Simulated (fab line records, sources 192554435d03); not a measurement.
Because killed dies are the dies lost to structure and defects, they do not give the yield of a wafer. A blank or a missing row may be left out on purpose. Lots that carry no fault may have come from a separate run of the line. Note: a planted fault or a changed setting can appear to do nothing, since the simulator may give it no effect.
Problem report, 8D (eight disciplines) form, completed by code / flow n5-finfet / the parts of the form that need people (team, actions taken, sign-off) are left out

== 1. WHAT IS WRONG ==
At N5_PASSIVATION_PROBE_49, killed_at_M4_up averages 547 over 3 wafers from 2 lots, while fault-free wafers read 15, standard deviation 5.8. That puts it +92 standard deviations away from the usual mean.
Earliest sighting: wafer L497.1 on prober-01 at day 15 09:26. The record has a number at this step for 6 wafers belonging to 2 lots. By rule, "out" or "out of limits" means more than 4 standard deviations away from the usual mean. The rest of the wafers with a number are treated as sound.

== 2. WHAT IT IS; WHAT IT IS NOT ==
question=which readings at this step | is=killed_at_M4_up, defect-limited-yield, killed-dies, killed-on-rim, sort_bin_5_function, sort_bin_6_memory, sort-n-pass, sort-yield-pct | is not=killed_at_M0_to_M3, killed-at-contacts, killed-at-other, killed-open
question=which lots | is=L497, L501 | is not=-
question=which wafers of those lots | is=L497.1, L501.1, L501.4 | is not=L497.2, L497.5, L501.5
question=read on which tools | is=prober-01, prober-02 | is not=-
question=when | is=from day 15 09:26 | is not=up to then (0 sound wafers); but 3 sound wafers of L497, L501 came after

== 3. THE SUSPECTS, EACH WITH WHAT RULES IT OUT ==
Counting: a tool at a process step up to the reading stays a suspect if it ran every lot that is out. Sound lots after the first of them don't rule it out here, since some wafers of a struck lot are sound.
- ecd-cu-01 at N5_BEOL_M7_ECD_50 (material Cu, target thk 300 nm): kept. It ran every lot that is out, first L497 (day 12 07:41).
Left after counting: ecd-cu-01 at N5_BEOL_M7_ECD_50.

== 4. THE CAUSE (what the simulator had put in) ==
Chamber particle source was ecd-cu-01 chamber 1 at N5_BEOL_M7_ECD_50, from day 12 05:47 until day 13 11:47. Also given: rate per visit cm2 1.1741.
Counting left only this tool.

== 5. SEQUENCE OF EFFECTS, ordered by route ==
One row per reading whose mean, taken over the struck wafers that have a number, lies over 3 standard deviations from the usual. Scope: only readings with a usual standard deviation given in the record; hours: median across lots of the time from each lot's start at the first step in this table that gives one to its start at this step; sigmas: change in usual standard deviations.
hours=0; step=N5_PASSIVATION_PROBE_49; reading=defect-limited-yield; usual=91.1 %; on struck wafers=48.6; change=-42.5; sigmas=-30
hours=0; step=N5_PASSIVATION_PROBE_49; reading=killed_at_M4_up; usual=15; on struck wafers=547; change=+532; sigmas=+92
hours=0; step=N5_PASSIVATION_PROBE_49; reading=killed-dies; usual=105; on struck wafers=607; change=+502; sigmas=+31
hours=0; step=N5_PASSIVATION_PROBE_49; reading=killed-on-rim; usual=13; on struck wafers=76; change=+63; sigmas=+17
hours=0; step=N5_PASSIVATION_PROBE_49; reading=sort_bin_5_function; usual=5.2 %; on struck wafers=32.3; change=+27.1; sigmas=+31
hours=0; step=N5_PASSIVATION_PROBE_49; reading=sort_bin_6_memory; usual=3.3 %; on struck wafers=15.5; change=+12.2; sigmas=+20
hours=0; step=N5_PASSIVATION_PROBE_49; reading=sort-n-pass; usual=1075; on struck wafers=573; change=-502; sigmas=-31
hours=0; step=N5_PASSIVATION_PROBE_49; reading=sort-yield-pct; usual=91.1 %; on struck wafers=48.6; change=-42.5; sigmas=-30
It contains these process steps:
- N5_PASSIVATION_PROBE_49

== 6. WHAT WOULD HAVE CAUGHT IT SOONER ==
The fault began at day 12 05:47; the first out-of-limits reading in this record came at day 15 09:26, 76 hours later.
By day 15 09:26 the whole set of lots that are out, 2 in number, had already begun N5_BEOL_M7_ECD_50 on ecd-cu-01. Holding the tool at that point would not have protected any of them.
